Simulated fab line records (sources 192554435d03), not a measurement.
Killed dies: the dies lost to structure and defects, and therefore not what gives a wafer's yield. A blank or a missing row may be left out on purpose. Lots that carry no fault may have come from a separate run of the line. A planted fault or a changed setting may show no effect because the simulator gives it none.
Split-lot study || flow n5Finfet || on a route of 1938 steps: 7 lots, 21 wafers read

## THE SPLIT ITSELF
At N5_PASSIVATION_ETCH_59 (etches TaN in Cl2/BCl3, target depth 65 nm, time 34.9 s), the setting timeS was moved away from the recipe's 34.9 s on 6 of the 21 wafers read, by -12.6% to +8.3%. The other wafers ran this setting at the recipe's value.

The reading is taken at the split's own step.

## THE READING
etch.depthNm (the simulator's own value, which no gauge read), in nm, at N5_PASSIVATION_ETCH_59 (etches TaN in Cl2/BCl3, target depth 65 nm, time 34.9 s). No usual value for it is given in the file. Here, 15 wafers ran the recipe; their average is 64.71 nm with a standard deviation of 0.88 nm.

{"wafer": "L079.1", "tool, chamber at the split": "rieMetal-01, 0", "timeS as run, s": 34.9, "against the recipe": "recipe", "etch.depthNm, nm": 65.33, "against lot-mates on the recipe": "-"}
{"wafer": "L079.2", "tool, chamber at the split": "rieMetal-01, 1", "timeS as run, s": 32.1, "against the recipe": "-8.0%", "etch.depthNm, nm": 59.69, "against lot-mates on the recipe": -5.64}
{"wafer": "L079.6", "tool, chamber at the split": "rieMetal-01, 1", "timeS as run, s": 32.1, "against the recipe": "-8.0%", "etch.depthNm, nm": 59.73, "against lot-mates on the recipe": -5.60}
{"wafer": "L080.2", "tool, chamber at the split": "rieMetal-03, 1", "timeS as run, s": 34.9, "against the recipe": "recipe", "etch.depthNm, nm": 62.56, "against lot-mates on the recipe": "-"}
{"wafer": "L080.3", "tool, chamber at the split": "rieMetal-03, 0", "timeS as run, s": 34.9, "against the recipe": "recipe", "etch.depthNm, nm": 65.75, "against lot-mates on the recipe": "-"}
{"wafer": "L080.5", "tool, chamber at the split": "rieMetal-03, 0", "timeS as run, s": 34.9, "against the recipe": "recipe", "etch.depthNm, nm": 65.42, "against lot-mates on the recipe": "-"}
{"wafer": "L082.2", "tool, chamber at the split": "rieMetal-03, 1", "timeS as run, s": 34.9, "against the recipe": "recipe", "etch.depthNm, nm": 63.64, "against lot-mates on the recipe": "-"}
{"wafer": "L082.3", "tool, chamber at the split": "rieMetal-03, 0", "timeS as run, s": 37.78, "against the recipe": "+8.3%", "etch.depthNm, nm": 71.48, "against lot-mates on the recipe": "+6.75"}
{"wafer": "L082.5", "tool, chamber at the split": "rieMetal-03, 0", "timeS as run, s": 34.9, "against the recipe": "recipe", "etch.depthNm, nm": 65.82, "against lot-mates on the recipe": "-"}
{"wafer": "L085.1", "tool, chamber at the split": "rieMetal-01, 0", "timeS as run, s": 34.9, "against the recipe": "recipe", "etch.depthNm, nm": 64.17, "against lot-mates on the recipe": "-"}
{"wafer": "L085.2", "tool, chamber at the split": "rieMetal-01, 0", "timeS as run, s": 34.9, "against the recipe": "recipe", "etch.depthNm, nm": 64.61, "against lot-mates on the recipe": "-"}
{"wafer": "L085.5", "tool, chamber at the split": "rieMetal-01, 0", "timeS as run, s": 34.9, "against the recipe": "recipe", "etch.depthNm, nm": 64.24, "against lot-mates on the recipe": "-"}
{"wafer": "L093.2", "tool, chamber at the split": "rieMetal-01, 1", "timeS as run, s": 37.44, "against the recipe": "+7.3%", "etch.depthNm, nm": 68.73, "against lot-mates on the recipe": "+4.01"}
{"wafer": "L093.4", "tool, chamber at the split": "rieMetal-01, 1", "timeS as run, s": 37.44, "against the recipe": "+7.3%", "etch.depthNm, nm": 68.97, "against lot-mates on the recipe": "+4.25"}
{"wafer": "L093.5", "tool, chamber at the split": "rieMetal-01, 0", "timeS as run, s": 34.9, "against the recipe": "recipe", "etch.depthNm, nm": 64.72, "against lot-mates on the recipe": "-"}
{"wafer": "L094.1", "tool, chamber at the split": "rieMetal-01, 0", "timeS as run, s": 34.9, "against the recipe": "recipe", "etch.depthNm, nm": 65.08, "against lot-mates on the recipe": "-"}
{"wafer": "L094.3", "tool, chamber at the split": "rieMetal-01, 1", "timeS as run, s": 34.9, "against the recipe": "recipe", "etch.depthNm, nm": 63.86, "against lot-mates on the recipe": "-"}
{"wafer": "L094.5", "tool, chamber at the split": "rieMetal-01, 0", "timeS as run, s": 34.9, "against the recipe": "recipe", "etch.depthNm, nm": 64.58, "against lot-mates on the recipe": "-"}
{"wafer": "L097.2", "tool, chamber at the split": "rieMetal-02, 0", "timeS as run, s": 30.5, "against the recipe": "-12.6%", "etch.depthNm, nm": 57.34, "against lot-mates on the recipe": -8.11}
{"wafer": "L097.3", "tool, chamber at the split": "rieMetal-02, 1", "timeS as run, s": 34.9, "against the recipe": "recipe", "etch.depthNm, nm": 65.27, "against lot-mates on the recipe": "-"}
{"wafer": "L097.6", "tool, chamber at the split": "rieMetal-02, 0", "timeS as run, s": 34.9, "against the recipe": "recipe", "etch.depthNm, nm": 65.63, "against lot-mates on the recipe": "-"}

FIT RESULTS
A straight line over all 21 wafers: etch.depthNm changes by +0.627 nm for each +1% of timeS; r = +0.96; the points scatter about the line by 0.88 nm.
The same after taking each lot's own level away (the mean of its wafers on the recipe; 21 wafers): +0.667 nm for each +1%; r = +0.97; scatter 0.81 nm.
The reading moves by 8.4 nm for the largest change in timeS, on that fit.
From 64.340 to 65.450 nm: that is the span of the lots' own levels, equal to 1.3 times the standard deviation above.
Consequently the slope shifts little with the lot-to-lot level, the two slopes agreeing.
Check: -8.63 nm against its lot-mates is what the line predicts for one of the wafers moved furthest among these (-12.6%) when that wafer is left out of the fit. It came out at -8.11 nm against them.

## OTHER SPLITS ON THESE WAFERS
Before the reading, these wafers also passed through other splits. Each is held against what the fit with the lots' levels taken away leaves over:
{"other split on the same wafers": "N5_BEOL_M11_ETCH_62 biasW", "wafers away from the commonest value": 5, "r with etch.depthNm (lot level and that fit taken away)": "+0.33"}
{"other split on the same wafers": "N5_BEOL_M11_COAT_22 spinRpm", "wafers away from the commonest value": 6, "r with etch.depthNm (lot level and that fit taken away)": "+0.26"}
{"other split on the same wafers": "N5_BEOL_M12_COAT_22 spinRpm", "wafers away from the commonest value": 9, "r with etch.depthNm (lot level and that fit taken away)": -0.05}
{"other split on the same wafers": "N5_BEOL_M12_ETCH_68 timeS", "wafers away from the commonest value": 6, "r with etch.depthNm (lot level and that fit taken away)": -0.01}
{"other split on the same wafers": "N5_BEOL_M13_SPUTTER_43 timeS", "wafers away from the commonest value": 5, "r with etch.depthNm (lot level and that fit taken away)": -0.41}
{"other split on the same wafers": "N5_BEOL_M15_TRENCH_ETCH_34 biasW", "wafers away from the commonest value": 7, "r with etch.depthNm (lot level and that fit taken away)": -0.06}
{"other split on the same wafers": "N5_BEOL_M15_SPUTTER_44 powerW", "wafers away from the commonest value": 9, "r with etch.depthNm (lot level and that fit taken away)": "+0.45"}
{"other split on the same wafers": "N5_MIM_BOT_ETCH_ETCH_03 icpW", "wafers away from the commonest value": 9, "r with etch.depthNm (lot level and that fit taken away)": -0.31}
{"other split on the same wafers": "N5_PASSIVATION_PEB_28 pebTimeS", "wafers away from the commonest value": "as run: not given for these wafers", "r with etch.depthNm (lot level and that fit taken away)": "-"}

## FILE'S OWN FIT
etch.depthNm changes by +0.677 nm for each +1% of timeS, r = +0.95.
